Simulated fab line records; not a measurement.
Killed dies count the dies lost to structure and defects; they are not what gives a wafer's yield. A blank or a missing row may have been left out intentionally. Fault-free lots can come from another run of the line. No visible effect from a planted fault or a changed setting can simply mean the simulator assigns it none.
A struck lot beside a sound one | flow n5_finfet | 30 out of 1938 route steps
Sound: these wafers, L363.1, L363.5, L363.6. Struck: wafers L349.1, L349.3, L349.4. The cause is named last.
For every step that has rows: the tool of each side, followed by ch and its chambers, followed by its first start. Under that, the readings that differ: sound wafers | struck wafers | difference of the means | sigmas: that difference in standard deviations of wafers without a fault.
alike: words and numbers the same on both sides, and readings whose means are apart by under 2 such deviations; not compared: readings that were withheld, readings missing a value for some wafer, numbers with overlapping values and no deviation given by the record, and bounds like >300 which may hide the same value.
The two part at a step that has a row with sigmas, a row that says differs or no value, or rows on one side only. Non-overlapping numbers with no deviation appear without sigmas and do not part them. A reading that every wafer of one side lacks parts them only if that side has two wafers or more.

first, 11 steps without rows for these wafers: N5_BEOL_M8_PRECLEAN_42 (cleans in residue remover, time 60 s); N5_BEOL_M8_SRD_43 (time 30 s); N5_BEOL_M8_CURE_75 (cures SiCOH lowk, time 120 s); N5_BEOL_M8_DEGAS_44 (time 60 s); N5_BEOL_M8_PRE_CLEAN_45 (time 30 s); N5_BEOL_M8_ALD_77 (deposits TaN, target thk 2 nm, pulse time 2 s, purge time 3 s); N5_BEOL_M8_SURFACE_TREAT_79; N5_BEOL_M8_CVD_78 (deposits Co from CCTBA/H2, target thk 2 nm, time 142.3 s); N5_BEOL_M8_SPUTTER_48 (material Cu, target thk 10 nm, time 1.667 s); N5_BEOL_M8_ECD_50 (material Cu, target thk 300 nm); N5_BEOL_M8_ANNEAL_51 (time 90 s).
N5_BEOL_M8_CMP_52: polishes, stops on SiCOH lowk, t overpolish 6.9 s, target thk 80 nm.
  sound on cmp-03 ch 0,1,2, day 15 09:30; struck on cmp-03 ch 0,1,2, day 11 16:08
  alike: barrier_field_endpoint_s, motor_current_A, overpolish_run_s, slurry_flow_ml_min, time_to_endpoint_s
then, 2 steps without rows for these wafers: N5_BEOL_M8_PRE_CLEAN_55 (time 15 s); N5_BEOL_M8_DEP_56 (deposits SiCN from 3MS/NH3, target thk 10 nm, time 17.5 s).
N5_BEOL_M8_INSPECT_58: inspects for defects (darkfield).
  struck on defect_inspect-02, day 11 16:35; sound on defect_inspect-01, day 15 09:50
  reading          | sound    | struck         | difference | sigmas
  raw_defect_count | 85 93 65 | 1183 1202 1193 | +1112      | +44
then, 12 steps without rows for these wafers: N5_BEOL_M9_ILD_DEP_00 (deposits SiCOH lowk from DEMS/porogen, target thk 308.51 nm, time 58 s); N5_BEOL_M9_CURE_71 (cures SiCOH lowk, time 240 s); N5_BEOL_M9_PECVD_70 (deposits SiO2 from TEOS/O2, target thk 20 nm, time 22.7 s); N5_BEOL_M9_HM_DEP_02 (deposits TiN, target thk 20 nm); N5_BEOL_M9_COAT_59 (time 60 s, resist thk 100 nm); N5_BEOL_M9_COAT_60 (time 60 s, resist thk 30 nm); N5_BEOL_M9_COAT_05 (resist thk 90 nm); N5_BEOL_M9_EBR_07; N5_BEOL_M9_SOFTBAKE_06 (time 60 s); N5_BEOL_M9_EXPOSE_08 (exposes mask M9); N5_BEOL_M9_PEB_09 (peb time 60 s); N5_BEOL_M9_DEVELOP_10 (develop time 30 s).
N5_BEOL_M9_INSPECT_13: inspects for defects (brightfield).
  struck on defect_inspect-02, day 11 18:50; sound on defect_inspect-01, day 15 12:16
  reading          | sound       | struck         | difference | sigmas
  raw_defect_count | 327 418 551 | 1635 1406 1580 | +1108      | +14
then, 1 step without rows for these wafers: N5_BEOL_M9_DESCUM_16 (chemistry O2, time 7.9 s).
-- here the record skips 3 days between the struck wafers' starts before and after, leaving off in module BEOL_M9 and picking up in module PASSIVATION (first step shown: number 1936 of the route) --
N5_PASSIVATION_PROBE_49:
  rows exist in the record for the struck wafers here (prober-01, day 14 11:43), but not for the sound ones

## WHERE THEY PART
At N5_BEOL_M8_INSPECT_58 first; at N5_PASSIVATION_PROBE_49 last (within this record only).

WHY: whatever the simulator had introduced
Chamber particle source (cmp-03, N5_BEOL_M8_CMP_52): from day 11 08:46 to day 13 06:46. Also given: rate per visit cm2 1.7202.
